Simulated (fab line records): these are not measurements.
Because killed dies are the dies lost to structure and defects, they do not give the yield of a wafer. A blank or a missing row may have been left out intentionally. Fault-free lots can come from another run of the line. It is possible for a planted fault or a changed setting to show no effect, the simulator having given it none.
What tool caused it? || flow nand harc || 36 wafers from 12 lots sampled at 5 of the route's 1302 steps

== WHAT THE GAUGES SHOWED, per wafer ==
NHARC_P_M0_INSPECT_11. Usual: raw defect count at 5, with a standard deviation of 3.1.
{"lot": "L257", "measured": "day 5 23:47", "on": "defect inspect-02", "raw defect count": "4 5 4", "flag": ""}
{"lot": "L258", "measured": "day 6 13:31", "on": "defect inspect-02", "raw defect count": "16 11 15", "flag": ""}
{"lot": "L259", "measured": "day 6 20:41", "on": "defect inspect-01", "raw defect count": "3 3 0", "flag": ""}
{"lot": "L260", "measured": "day 7 07:37", "on": "defect inspect-01", "raw defect count": "4 7 2", "flag": ""}
{"lot": "L261", "measured": "day 7 19:38", "on": "defect inspect-02", "raw defect count": "1 4 3", "flag": ""}
{"lot": "L262", "measured": "day 8 07:46", "on": "defect inspect-01", "raw defect count": "4 4 5", "flag": ""}
{"lot": "L267", "measured": "day 10 03:53", "on": "defect inspect-02", "raw defect count": "6 9 13", "flag": ""}
{"lot": "L268", "measured": "day 10 19:22", "on": "defect inspect-01", "raw defect count": "2 2 1", "flag": ""}
{"lot": "L270", "measured": "day 11 15:41", "on": "defect inspect-01", "raw defect count": "4 2 5", "flag": ""}
{"lot": "L272", "measured": "day 12 07:44", "on": "defect inspect-02", "raw defect count": "6 7 5", "flag": ""}
{"lot": "L274", "measured": "day 13 01:19", "on": "defect inspect-02", "raw defect count": "2 3 5", "flag": ""}
{"lot": "L280", "measured": "day 15 11:20", "on": "defect inspect-01", "raw defect count": "6 2 4", "flag": ""}

== EACH LOT AND THE TOOL THAT RAN IT (in order: tool; ch and the chambers of the sampled wafers; start) ==
{"lot": "L257", "NHARC_P_CONTACT_DEP_00": "pecvd-02 ch 0,1,2, day 5 22:06 or earlier", "NHARC_P_CONTACT_ETCH_18": "rie diel-04 ch 0,3, day 5 22:06 or earlier", "NHARC_P_CONTACT_CVD_23": "cvd w-01 ch 0,1, day 5 22:06", "NHARC_P_CONTACT_CMP_24": "cmp-03 ch 2,3, day 5 22:29"}
{"lot": "L258", "NHARC_P_CONTACT_DEP_00": "pecvd-01 ch 0,2, day 6 11:10 or earlier", "NHARC_P_CONTACT_ETCH_18": "rie diel-07 ch 0,1,2, day 6 11:10 or earlier", "NHARC_P_CONTACT_CVD_23": "cvd w-01 ch 0,1, day 6 11:10", "NHARC_P_CONTACT_CMP_24": "cmp-02 ch 0,1, day 6 11:49"}
{"lot": "L259", "NHARC_P_CONTACT_DEP_00": "pecvd-04 ch 0,1, day 6 18:49 or earlier", "NHARC_P_CONTACT_ETCH_18": "rie diel-08 ch 0,1,3, day 6 18:49 or earlier", "NHARC_P_CONTACT_CVD_23": "cvd w-02 ch 0,1, day 6 18:49", "NHARC_P_CONTACT_CMP_24": "cmp-01 ch 0,1,2, day 6 19:27"}
{"lot": "L260", "NHARC_P_CONTACT_DEP_00": "pecvd-04 ch 0,1, day 7 05:26 or earlier", "NHARC_P_CONTACT_ETCH_18": "rie diel-07 ch 1,2,3, day 7 05:26 or earlier", "NHARC_P_CONTACT_CVD_23": "cvd w-01 ch 0,1, day 7 05:26", "NHARC_P_CONTACT_CMP_24": "cmp-02 ch 0,2,3, day 7 06:07"}
{"lot": "L261", "NHARC_P_CONTACT_DEP_00": "pecvd-02 ch 1,2, day 7 14:06", "NHARC_P_CONTACT_ETCH_18": "rie diel-04 ch 2,3, day 7 17:46 or earlier", "NHARC_P_CONTACT_CVD_23": "cvd w-01 ch 0,1, day 7 17:46", "NHARC_P_CONTACT_CMP_24": "cmp-02 ch 0,1, day 7 18:21"}
{"lot": "L262", "NHARC_P_CONTACT_DEP_00": "pecvd-01 ch 0,1,2, day 8 05:41 or earlier", "NHARC_P_CONTACT_ETCH_18": "rie diel-08 ch 1,2, day 8 05:41 or earlier", "NHARC_P_CONTACT_CVD_23": "cvd w-01 ch 0,1, day 8 05:41", "NHARC_P_CONTACT_CMP_24": "cmp-03 ch 0,2,3, day 8 06:23"}
{"lot": "L267", "NHARC_P_CONTACT_DEP_00": "pecvd-02 ch 0,2, day 10 01:55 or earlier", "NHARC_P_CONTACT_ETCH_18": "rie diel-08 ch 0,2,3, day 10 01:55 or earlier", "NHARC_P_CONTACT_CVD_23": "cvd w-01 ch 0,1, day 10 01:55", "NHARC_P_CONTACT_CMP_24": "cmp-01 ch 0,2,3, day 10 02:37"}
{"lot": "L268", "NHARC_P_CONTACT_DEP_00": "pecvd-01 ch 1,2, day 10 16:38 or earlier", "NHARC_P_CONTACT_ETCH_18": "rie diel-07 ch 1,2,3, day 10 16:38 or earlier", "NHARC_P_CONTACT_CVD_23": "cvd w-01 ch 0,1, day 10 16:38", "NHARC_P_CONTACT_CMP_24": "cmp-03 ch 0,1,3, day 10 18:05"}
{"lot": "L270", "NHARC_P_CONTACT_DEP_00": "pecvd-01 ch 0,1, day 11 13:49 or earlier", "NHARC_P_CONTACT_ETCH_18": "rie diel-04 ch 0,2,3, day 11 13:49 or earlier", "NHARC_P_CONTACT_CVD_23": "cvd w-01 ch 0,1, day 11 13:49", "NHARC_P_CONTACT_CMP_24": "cmp-01 ch 2,3, day 11 14:23"}
{"lot": "L272", "NHARC_P_CONTACT_DEP_00": "pecvd-01 ch 1,2, day 12 04:44 or earlier", "NHARC_P_CONTACT_ETCH_18": "rie diel-04 ch 1,2, day 12 04:44 or earlier", "NHARC_P_CONTACT_CVD_23": "cvd w-01 ch 0,1, day 12 04:44", "NHARC_P_CONTACT_CMP_24": "cmp-01 ch 0,1,2, day 12 06:26"}
{"lot": "L274", "NHARC_P_CONTACT_DEP_00": "pecvd-01 ch 0,1,2, day 12 22:29 or earlier", "NHARC_P_CONTACT_ETCH_18": "rie diel-07 ch 1,3, day 12 22:29 or earlier", "NHARC_P_CONTACT_CVD_23": "cvd w-01 ch 0,1, day 12 22:29", "NHARC_P_CONTACT_CMP_24": "cmp-03 ch 0,1,3, day 13 00:04"}
{"lot": "L280", "NHARC_P_CONTACT_DEP_00": "pecvd-02 ch 0,1, day 15 09:16 or earlier", "NHARC_P_CONTACT_ETCH_18": "rie diel-07 ch 1,3, day 15 09:16 or earlier", "NHARC_P_CONTACT_CVD_23": "cvd w-02 ch 0,1, day 15 09:16", "NHARC_P_CONTACT_CMP_24": "cmp-03 ch 0,2,3, day 15 09:56"}
- NHARC_P_CONTACT_DEP_00: deposits SiO2, target thk 500 nm.
- NHARC_P_CONTACT_ETCH_18: etches the open film in C4F8/O2/Ar, target depth 481 nm, time 240.5 s.
- NHARC_P_CONTACT_CVD_23: deposits W, target thk 200 nm, time 557 s.
- NHARC_P_CONTACT_CMP_24: polishes, t overpolish 30 s, target thk 200 nm.

== WHAT THE TOOLS THEMSELVES READ (means of the sampled wafers that have a number; where no wafer has one, the mark that the record gives instead) ==
NHARC_P_CONTACT_DEP_00. Usual: heater power w 619 W, standard deviation 89; throttle valve pct 16.0 %, standard deviation 0.54.
{"lot": "L257", "tool": "pecvd-02", "heater power w (W)": 581, "throttle valve pct (%)": 15.5, "flag": ""}
{"lot": "L258", "tool": "pecvd-01", "heater power w (W)": 531, "throttle valve pct (%)": 16.5, "flag": ""}
{"lot": "L259", "tool": "pecvd-04", "heater power w (W)": 617, "throttle valve pct (%)": 15.8, "flag": ""}
{"lot": "L260", "tool": "pecvd-04", "heater power w (W)": 619, "throttle valve pct (%)": 15.8, "flag": ""}
{"lot": "L261", "tool": "pecvd-02", "heater power w (W)": 651, "throttle valve pct (%)": 15.5, "flag": ""}
{"lot": "L262", "tool": "pecvd-01", "heater power w (W)": 541, "throttle valve pct (%)": 16.3, "flag": ""}
{"lot": "L267", "tool": "pecvd-02", "heater power w (W)": 635, "throttle valve pct (%)": 15.8, "flag": ""}
{"lot": "L268", "tool": "pecvd-01", "heater power w (W)": 614, "throttle valve pct (%)": 17.0, "flag": ""}
{"lot": "L270", "tool": "pecvd-01", "heater power w (W)": 636, "throttle valve pct (%)": 16.2, "flag": ""}
{"lot": "L272", "tool": "pecvd-01", "heater power w (W)": 651, "throttle valve pct (%)": 16.7, "flag": ""}
{"lot": "L274", "tool": "pecvd-01", "heater power w (W)": 576, "throttle valve pct (%)": 16.8, "flag": ""}
{"lot": "L280", "tool": "pecvd-02", "heater power w (W)": 671, "throttle valve pct (%)": 16.4, "flag": ""}

NHARC_P_CONTACT_ETCH_18. Usual: oes product au 0.958 a.u., standard deviation 0.02; rf vpp V 978 V, standard deviation 5.7.
{"lot": "L257", "tool": "rie diel-04", "oes product au (a.u.)": 0.973, "rf vpp V (V)": 980, "flag": ""}
{"lot": "L258", "tool": "rie diel-07", "oes product au (a.u.)": 0.960, "rf vpp V (V)": 978, "flag": ""}
{"lot": "L259", "tool": "rie diel-08", "oes product au (a.u.)": 0.974, "rf vpp V (V)": 977, "flag": ""}
{"lot": "L260", "tool": "rie diel-07", "oes product au (a.u.)": 0.972, "rf vpp V (V)": 978, "flag": ""}
{"lot": "L261", "tool": "rie diel-04", "oes product au (a.u.)": 0.950, "rf vpp V (V)": 980, "flag": ""}
{"lot": "L262", "tool": "rie diel-08", "oes product au (a.u.)": 0.921, "rf vpp V (V)": 984, "flag": ""}
{"lot": "L267", "tool": "rie diel-08", "oes product au (a.u.)": 0.970, "rf vpp V (V)": 976, "flag": ""}
{"lot": "L268", "tool": "rie diel-07", "oes product au (a.u.)": 0.977, "rf vpp V (V)": 978, "flag": ""}
{"lot": "L270", "tool": "rie diel-04", "oes product au (a.u.)": 0.949, "rf vpp V (V)": 980, "flag": ""}
{"lot": "L272", "tool": "rie diel-04", "oes product au (a.u.)": 0.956, "rf vpp V (V)": 984, "flag": ""}
{"lot": "L274", "tool": "rie diel-07", "oes product au (a.u.)": 0.971, "rf vpp V (V)": 982, "flag": ""}
{"lot": "L280", "tool": "rie diel-07", "oes product au (a.u.)": 0.967, "rf vpp V (V)": 977, "flag": ""}

NHARC_P_CONTACT_CVD_23. Usual: heater power w 412 W, standard deviation 31; mfc wf6 sccm 40.01 sccm, standard deviation 0.12; throttle valve pct 8.01 %, standard deviation 0.21.
{"lot": "L257", "tool": "cvd w-01", "heater power w (W)": 399, "mfc wf6 sccm (sccm)": 39.96, "throttle valve pct (%)": 8.05, "flag": ""}
{"lot": "L258", "tool": "cvd w-01", "heater power w (W)": 398, "mfc wf6 sccm (sccm)": 40.04, "throttle valve pct (%)": 7.95, "flag": ""}
{"lot": "L259", "tool": "cvd w-02", "heater power w (W)": 453, "mfc wf6 sccm (sccm)": 40.08, "throttle valve pct (%)": 8.01, "flag": ""}
{"lot": "L260", "tool": "cvd w-01", "heater power w (W)": 393, "mfc wf6 sccm (sccm)": 40.12, "throttle valve pct (%)": 8.00, "flag": ""}
{"lot": "L261", "tool": "cvd w-01", "heater power w (W)": 405, "mfc wf6 sccm (sccm)": 40.11, "throttle valve pct (%)": 8.03, "flag": ""}
{"lot": "L262", "tool": "cvd w-01", "heater power w (W)": 399, "mfc wf6 sccm (sccm)": 39.93, "throttle valve pct (%)": 8.07, "flag": ""}
{"lot": "L267", "tool": "cvd w-01", "heater power w (W)": 389, "mfc wf6 sccm (sccm)": 40.03, "throttle valve pct (%)": 7.84, "flag": ""}
{"lot": "L268", "tool": "cvd w-01", "heater power w (W)": 380, "mfc wf6 sccm (sccm)": 39.96, "throttle valve pct (%)": 7.94, "flag": ""}
{"lot": "L270", "tool": "cvd w-01", "heater power w (W)": 378, "mfc wf6 sccm (sccm)": 39.95, "throttle valve pct (%)": 7.98, "flag": ""}
{"lot": "L272", "tool": "cvd w-01", "heater power w (W)": 387, "mfc wf6 sccm (sccm)": 40.02, "throttle valve pct (%)": 7.82, "flag": ""}
{"lot": "L274", "tool": "cvd w-01", "heater power w (W)": 392, "mfc wf6 sccm (sccm)": 39.91, "throttle valve pct (%)": 7.79, "flag": ""}
{"lot": "L280", "tool": "cvd w-02", "heater power w (W)": 446, "mfc wf6 sccm (sccm)": 40.04, "throttle valve pct (%)": 8.20, "flag": ""}

NHARC_P_CONTACT_CMP_24. Usual: edge zone pressure frac 1.000, standard deviation 0.0049; motor current A 11.7 A, standard deviation 1.3; overpolish run s 29.999 s, standard deviation 0.0094; time to endpoint s 39.6 s, standard deviation 2.4.
{"lot": "L257", "tool": "cmp-03", "edge zone pressure frac": 1.003, "motor current A (A)": 10.9, "overpolish run s (s)": 30.003, "time to endpoint s (s)": 39.4, "flag": ""}
{"lot": "L258", "tool": "cmp-02", "edge zone pressure frac": 1.000, "motor current A (A)": 12.7, "overpolish run s (s)": 30.005, "time to endpoint s (s)": 37.7, "flag": ""}
{"lot": "L259", "tool": "cmp-01", "edge zone pressure frac": 1.000, "motor current A (A)": 12.2, "overpolish run s (s)": 29.997, "time to endpoint s (s)": 39.7, "flag": ""}
{"lot": "L260", "tool": "cmp-02", "edge zone pressure frac": 0.998, "motor current A (A)": 12.4, "overpolish run s (s)": 30.007, "time to endpoint s (s)": 39.2, "flag": ""}
{"lot": "L261", "tool": "cmp-02", "edge zone pressure frac": 0.997, "motor current A (A)": 13.1, "overpolish run s (s)": 29.996, "time to endpoint s (s)": 37.3, "flag": ""}
{"lot": "L262", "tool": "cmp-03", "edge zone pressure frac": 1.005, "motor current A (A)": 11.0, "overpolish run s (s)": 30.006, "time to endpoint s (s)": 41.2, "flag": ""}
{"lot": "L267", "tool": "cmp-01", "edge zone pressure frac": 1.001, "motor current A (A)": 12.2, "overpolish run s (s)": 30.008, "time to endpoint s (s)": 38.0, "flag": ""}
{"lot": "L268", "tool": "cmp-03", "edge zone pressure frac": 1.005, "motor current A (A)": 10.7, "overpolish run s (s)": 29.997, "time to endpoint s (s)": 81.9, "flag": "OFF"}
{"lot": "L270", "tool": "cmp-01", "edge zone pressure frac": 1.006, "motor current A (A)": 12.0, "overpolish run s (s)": 30.007, "time to endpoint s (s)": 35.9, "flag": ""}
{"lot": "L272", "tool": "cmp-01", "edge zone pressure frac": 1.001, "motor current A (A)": 12.2, "overpolish run s (s)": 30.002, "time to endpoint s (s)": 76.4, "flag": "OFF"}
{"lot": "L274", "tool": "cmp-03", "edge zone pressure frac": 1.005, "motor current A (A)": 10.6, "overpolish run s (s)": 29.994, "time to endpoint s (s)": 80.3, "flag": "OFF"}
{"lot": "L280", "tool": "cmp-03", "edge zone pressure frac": 0.999, "motor current A (A)": 10.9, "overpolish run s (s)": 30.001, "time to endpoint s (s)": 41.0, "flag": ""}

== THE ANSWER, worked out from the rows above alone ==
Rule: a lot is off if the mean of its wafers that have a number lies more than 3 standard deviations from the usual mean. Also off: a lot with no number at a reading for which 4 or more lots have one. Where the step has rows for the other lots, those lots are counted as sound. After the gauges, taken in route order, come the tools' own readings; for these a lot's mean is taken, as printed above. At the first step where some lot is off, the reading lying furthest off is the one used; lots without a number count as furthest.
Off: L268, L272, L274, at NHARC_P_CONTACT_CMP_24 (time to endpoint s).
If a tool, at that step or one of the process steps before it, ran each lot that is off and ran no sound lot following the first of them, it fits. NHARC_P_CONTACT_DEP_00: start missing for some lots; hours and lot order therefore follow NHARC_P_CONTACT_CVD_23. NHARC_P_CONTACT_ETCH_18: start missing for some lots; hours and lot order therefore follow NHARC_P_CONTACT_CVD_23. Not one of the candidates tried fits.

== WHAT THE SIMULATOR HAD INSERTED ==
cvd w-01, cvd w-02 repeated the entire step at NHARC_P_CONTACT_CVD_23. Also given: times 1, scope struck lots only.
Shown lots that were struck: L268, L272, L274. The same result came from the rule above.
